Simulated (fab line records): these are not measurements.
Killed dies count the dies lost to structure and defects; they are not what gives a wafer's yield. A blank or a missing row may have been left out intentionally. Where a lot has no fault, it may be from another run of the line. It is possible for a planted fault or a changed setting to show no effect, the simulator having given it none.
Matching of chambers || flow n5Finfet || 4 sister chambers for N5_BEOL_M1_DESCUM_33 on rieDiel-02
The step chemistry O2, time 7 s. 4 wafers are shown with their chamber, then 9 later ones without.

== WAFERS WITH THEIR CHAMBER ==
{"wafer": "L081.5", "chamber": 0, "drypumpMotorCurrentA (A)": 6.5}
{"wafer": "L090.1", "chamber": 2, "drypumpMotorCurrentA (A)": 5.1}
{"wafer": "L090.3", "chamber": 3, "drypumpMotorCurrentA (A)": 5.0}
{"wafer": "L090.4", "chamber": 1, "drypumpMotorCurrentA (A)": 5.6}

== WAFERS WITHOUT THEIR CHAMBER ==
{"wafer": "L091.1", "drypumpMotorCurrentA (A)": 5.6}
{"wafer": "L091.2", "drypumpMotorCurrentA (A)": 6.4}
{"wafer": "L091.6", "drypumpMotorCurrentA (A)": 6.5}
{"wafer": "L095.1", "drypumpMotorCurrentA (A)": 5.1}
{"wafer": "L095.2", "drypumpMotorCurrentA (A)": 5.0}
{"wafer": "L095.6", "drypumpMotorCurrentA (A)": 5.6}
{"wafer": "L097.1", "drypumpMotorCurrentA (A)": 5.1}
{"wafer": "L097.2", "drypumpMotorCurrentA (A)": 4.9}
{"wafer": "L097.5", "drypumpMotorCurrentA (A)": 6.5}

== EACH ONE'S CHAMBER ==
{"wafer": "L091.1", "from the rows above": 1, "in truth": 1}
{"wafer": "L091.2", "from the rows above": 0, "in truth": 0}
{"wafer": "L091.6", "from the rows above": 0, "in truth": 0}
{"wafer": "L095.1", "from the rows above": 2, "in truth": 2}
{"wafer": "L095.2", "from the rows above": 3, "in truth": 3}
{"wafer": "L095.6", "from the rows above": 1, "in truth": 1}
{"wafer": "L097.1", "from the rows above": 2, "in truth": 2}
{"wafer": "L097.2", "from the rows above": 3, "in truth": 3}
{"wafer": "L097.5", "from the rows above": 0, "in truth": 0}
Correct placement for 9 of the 9. Left unplaced by these rows: 0. Placed wrongly: 0.
How it was worked out, from the rows above alone: a wafer's distance from a chamber is the root of the sum, over the readings, of the square of ((its reading less the chamber's mean) divided by the reading's scatter). If the next closest chamber is less than 2 further off than the closest, the wafer can't be placed; otherwise it belongs to the closest. A chamber's mean is the mean of its shown wafers. The scatter: root of mean squared gap, hidden wafer to nearest shown wafer, with one shown wafer a chamber.
